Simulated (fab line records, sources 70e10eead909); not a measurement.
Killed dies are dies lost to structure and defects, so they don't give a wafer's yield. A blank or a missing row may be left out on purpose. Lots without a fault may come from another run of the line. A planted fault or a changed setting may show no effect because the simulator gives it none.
Which tool did it? | flow nand_harc | 13 lots, 39 wafers sampled, at 5 steps of a route of 1302

WHAT THE GAUGES READ, wafer by wafer
NHARC_END_SORT_01. Usual: defect_limited_yield 91 %, standard deviation 3; killed_at_array 59, standard deviation 20; killed_at_other 0.8, standard deviation 1; killed_at_periphery 3.2, standard deviation 2.1; killed_dies 63, standard deviation 21; killed_open 3.0, standard deviation 1.9; killed_short 2.3, standard deviation 1.5.
lot  | measured     | on        | defect_limited_yield (%) | killed_at_array | killed_at_other | killed_at_periphery | killed_dies | killed_open | killed_short | flag
L954 | day 28 06:17 | prober-01 | 83 83 84                 | 33 38 37        | 3 2 1           | 77 78 71            | 113 118 109 | 0 7 1       | 3 3 4        | OFF
L956 | day 29 06:05 | prober-01 | 74 77 77                 | 97 90 82        | 1 0 0           | 75 63 71            | 173 153 153 | 1 2 5       | 1 1 2        | OFF
L960 | day 30 22:38 | prober-01 | 86 87 89                 | 91 80 71        | 1 0 0           | 5 8 6               | 97 88 77    | 4 2 1       | 2 1 3        |
L961 | day 31 09:19 | prober-01 | 91 91 90                 | 55 60 66        | 0 2 0           | 3 1 1               | 58 63 67    | 1 3 3       | 2 2 2        |
L962 | day 32 00:10 | prober-01 | 86 87 88                 | 89 83 79        | 0 0 2           | 3 5 1               | 92 88 82    | 1 2 4       | 6 3 2        |
L963 | day 32 17:53 | prober-01 | 90 90 91                 | 64 66 62        | 2 0 0           | 2 2 2               | 68 68 64    | 8 4 3       | 1 2 2        |

WHICH TOOL RAN EACH LOT (tool, then ch and the chambers of the sampled wafers, then the start)
lot  | NHARC_P_M2_PVD_21            | NHARC_THIN_TSV_DEP_43           | NHARC_THIN_TSV_PRE_CLEAN_50             | NHARC_THIN_TSV_ETCH_36
L944 | pvd_sputter-02, day 6 20:19  | pecvd-02 ch 0,1,2, day 23 11:57 | pvd_sputter-01, day 23 19:02 or earlier | rie_metal-02 ch 0,1, day 23 19:02
L945 | pvd_sputter-02, day 7 01:52  | pecvd-03 ch 1,2, day 24 16:41   | pvd_sputter-01, day 25 00:13 or earlier | rie_metal-03 ch 0, day 25 00:13
L946 | pvd_sputter-03, day 7 15:55  | pecvd-03 ch 0,2, day 25 06:55   | pvd_sputter-02, day 25 14:05 or earlier | rie_metal-01 ch 1, day 25 14:05
L948 | pvd_sputter-02, day 8 07:19  | pecvd-02 ch 0,2, day 25 05:46   | pvd_sputter-02, day 25 13:05 or earlier | rie_metal-02 ch 0,1, day 25 13:05
L954 | pvd_sputter-03, day 10 10:23 | pecvd-03 ch 0,2, day 27 12:47   | pvd_sputter-03, day 27 20:03 or earlier | rie_metal-02 ch 0,1, day 27 20:03
L956 | pvd_sputter-03, day 11 15:08 | pecvd-02 ch 0,1, day 28 12:45   | pvd_sputter-03, day 28 19:59 or earlier | rie_metal-02 ch 0,1, day 28 19:59
L960 | pvd_sputter-01, day 13 05:57 | pecvd-02 ch 0,1, day 29 22:00   | pvd_sputter-02, day 30 05:29 or earlier | rie_metal-01 ch 1, day 30 05:29
L961 | pvd_sputter-01, day 13 17:44 | pecvd-04 ch 1,2, day 30 15:41   | pvd_sputter-03, day 30 22:45 or earlier | rie_metal-01 ch 0,1, day 30 22:45
L962 | pvd_sputter-02, day 13 22:07 | pecvd-02 ch 0,1,2, day 31 06:43 | pvd_sputter-02, day 31 14:02 or earlier | rie_metal-02 ch 0,1, day 31 14:02
L963 | pvd_sputter-01, day 14 18:59 | pecvd-04 ch 0,1, day 32 01:59   | pvd_sputter-02, day 32 09:28 or earlier | rie_metal-02 ch 0,1, day 32 09:28
L964 | pvd_sputter-03, day 15 01:42 | pecvd-02 ch 0,1,2, day 32 12:18 | pvd_sputter-01, day 32 19:29 or earlier | rie_metal-03 ch 0,1, day 32 19:29
L965 | pvd_sputter-01, day 15 02:14 | pecvd-02 ch 0,1, day 32 13:35   | pvd_sputter-01, day 32 20:41 or earlier | rie_metal-01 ch 0,1, day 32 20:41
L967 | pvd_sputter-02, day 15 23:41 | pecvd-02 ch 0,2, day 32 19:03   | pvd_sputter-03, day 33 02:22 or earlier | rie_metal-03 ch 0,1, day 33 02:22
- NHARC_P_M2_PVD_21: deposits Cu, target thk 30 nm, time 20.49 s.
- NHARC_THIN_TSV_DEP_43: deposits SiO2, target thk 1328.5 nm.
- NHARC_THIN_TSV_PRE_CLEAN_50: time 30 s.
- NHARC_THIN_TSV_ETCH_36: etches the open film in Cl2/BCl3, target depth 65 nm, time 18.571 s.

WHAT THE TOOLS THEMSELVES READ (means of the sampled wafers that have a number; where no wafer has one, the mark that the record gives instead)
NHARC_P_M2_PVD_21. Usual: cathode_dc_power_W 5000.0 W, standard deviation 0.89; throttle_valve_pct 29.8 %, standard deviation 0.86.
lot  | tool           | cathode_dc_power_W (W) | throttle_valve_pct (%) | flag
L944 | pvd_sputter-02 | 5000.5                 | 30.2                   |
L945 | pvd_sputter-02 | 5000.4                 | 30.0                   |
L946 | pvd_sputter-03 | 4999.8                 | 29.5                   |
L948 | pvd_sputter-02 | 5000.2                 | 30.0                   |
L954 | pvd_sputter-03 | 5000.8                 | 29.4                   |
L956 | pvd_sputter-03 | 4999.1                 | 28.9                   |
L960 | pvd_sputter-01 | 5000.0                 | 29.3                   |
L961 | pvd_sputter-01 | 4999.9                 | 28.7                   |
L962 | pvd_sputter-02 | 5000.0                 | 30.5                   |
L963 | pvd_sputter-01 | 5000.5                 | 29.6                   |
L964 | pvd_sputter-03 | 4999.9                 | 30.2                   |
L965 | pvd_sputter-01 | 5000.1                 | 29.9                   |
L967 | pvd_sputter-02 | 4999.8                 | 30.3                   |

NHARC_THIN_TSV_DEP_43. Usual: throttle_valve_pct 16.2 %, standard deviation 0.45.
lot  | tool     | throttle_valve_pct (%) | flag
L944 | pecvd-02 | 16.1                   |
L945 | pecvd-03 | 16.3                   |
L946 | pecvd-03 | 15.8                   |
L948 | pecvd-02 | 15.9                   |
L954 | pecvd-03 | 15.9                   |
L956 | pecvd-02 | 15.8                   |
L960 | pecvd-02 | 15.8                   |
L961 | pecvd-04 | 16.1                   |
L962 | pecvd-02 | 16.2                   |
L963 | pecvd-04 | 16.6                   |
L964 | pecvd-02 | 16.1                   |
L965 | pecvd-02 | 15.9                   |
L967 | pecvd-02 | 16.2                   |

NHARC_THIN_TSV_PRE_CLEAN_50. Usual: heater_power_w 448 W, standard deviation 35.
lot  | tool           | heater_power_w (W) | flag
L944 | pvd_sputter-01 | 447                |
L945 | pvd_sputter-01 | 459                |
L946 | pvd_sputter-02 | 477                |
L948 | pvd_sputter-02 | 459                |
L954 | pvd_sputter-03 | 414                |
L956 | pvd_sputter-03 | 415                |
L960 | pvd_sputter-02 | 449                |
L961 | pvd_sputter-03 | 415                |
L962 | pvd_sputter-02 | 451                |
L963 | pvd_sputter-02 | 464                |
L964 | pvd_sputter-01 | 446                |
L965 | pvd_sputter-01 | 461                |
L967 | pvd_sputter-03 | 431                |

NHARC_THIN_TSV_ETCH_36. Usual: drypump_motor_current_A 5.6 A, standard deviation 0.43; he_backside_leak_sccm 3.37 sccm, standard deviation 0.17; oes_product_au 1.003 a.u., standard deviation 0.0091.
lot  | tool         | drypump_motor_current_A (A) | he_backside_leak_sccm (sccm) | oes_product_au (a.u.) | flag
L944 | rie_metal-02 | 5.9                         | 3.49                         | 0.998                 |
L945 | rie_metal-03 | 5.8                         | 3.56                         | 1.007                 |
L946 | rie_metal-01 | 5.3                         | 3.57                         | 1.008                 |
L948 | rie_metal-02 | 5.6                         | 3.23                         | 0.995                 |
L954 | rie_metal-02 | 5.5                         | 3.26                         | 1.005                 |
L956 | rie_metal-02 | 5.6                         | 3.40                         | 1.006                 |
L960 | rie_metal-01 | 5.4                         | 3.29                         | 1.016                 |
L961 | rie_metal-01 | 5.9                         | 3.30                         | 1.008                 |
L962 | rie_metal-02 | 5.9                         | 3.34                         | 0.992                 |
L963 | rie_metal-02 | 5.8                         | 3.38                         | 0.997                 |
L964 | rie_metal-03 | 5.3                         | 3.53                         | 1.014                 |
L965 | rie_metal-01 | 5.6                         | 3.38                         | 0.996                 |
L967 | rie_metal-03 | 5.3                         | 3.35                         | 1.009                 |

THE ANSWER, worked out from the rows above alone
Rule: a lot is off if the mean of its wafers that have a number lies more than 3 standard deviations from the usual mean. A lot without any number at a reading at which 4 lots or more have one is off too. The other lots that the step has rows for count as sound. The gauges are gone through in route order, then the tools' own readings, and for those a lot's mean is taken as printed above. The first step at which some lot is off is used, and at that step the reading that is off furthest; a lot without a number counts as furthest.
Off: L954, L956, at NHARC_END_SORT_01 (killed_at_periphery). Neither off nor sound, because the step has no rows for them: L944, L945, L946, L948, L964, L965, L967.
A tool fits if, at a process step before that reading, it ran every lot that is off, and no sound lot after the first of them. The gauges at NHARC_END_SORT_01 are tried like those tools. NHARC_THIN_TSV_PRE_CLEAN_50 gives no start for some lots, so the hours and the order of its lots are those of NHARC_THIN_TSV_ETCH_36. One fits: pvd_sputter-03 at NHARC_P_M2_PVD_21. It ran no sound lot before its first lot that is off in this sample, so the start can't be narrowed down.

WHAT THE SIMULATOR HAD PUT IN
Chamber particle source: pvd_sputter-03, from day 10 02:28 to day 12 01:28, at NHARC_P_M2_PVD_21. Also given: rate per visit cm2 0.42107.
Lots struck among those shown: L954, L956. The rule above found the same.
